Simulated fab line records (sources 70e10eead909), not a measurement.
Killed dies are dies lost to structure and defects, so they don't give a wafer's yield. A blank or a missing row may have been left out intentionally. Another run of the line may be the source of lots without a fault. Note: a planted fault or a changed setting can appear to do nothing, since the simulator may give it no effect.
Chamber matching    flow nand harc    3 sister chambers for NHARC_P_M1_DEP_33 on pecvd-03
The step deposits SiCN, target thk 30 nm. 6 wafers are shown with their chamber, then 7 later ones without.

WAFERS WITH THEIR CHAMBER
wafer   chamber  heater power w (W)
L086.3  2        540
L090.1  0        506
L090.3  1        635
L090.5  2        639
L093.1  1        645
L093.3  0        505

WAFERS MISSING THEIR CHAMBER
wafer   heater power w (W)
L093.4  660
L095.3  650
L095.5  617
L095.6  475
L097.1  627
L097.3  644
L097.4  663

CHAMBER TAKEN BY EACH
wafer   from the rows above      in truth
L093.4  can't be placed: 1 or 2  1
L095.3  can't be placed: 1 or 2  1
L095.5  can't be placed: 1 or 2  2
L095.6  0                        0
L097.1  can't be placed: 1 or 2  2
L097.3  can't be placed: 1 or 2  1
L097.4  can't be placed: 1 or 2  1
Placed correctly: 1 of 7. Cannot be placed on the basis of these rows: 6; the candidates contain the true chamber in 6. Wrongly placed: 0.
How it was worked out, from the rows above alone: a wafer's distance from a chamber is the root of the sum, over the readings, of the square of ((its reading less the chamber's mean) divided by the reading's scatter). The wafer belongs to the nearest chamber; if the next one is less than 2 further off, it can't be placed. A chamber's mean is the mean of its shown wafers. The scatter: the root of (the sum of the squares of (reading less its chamber's mean) over the shown wafers, divided by (wafers less chambers)).
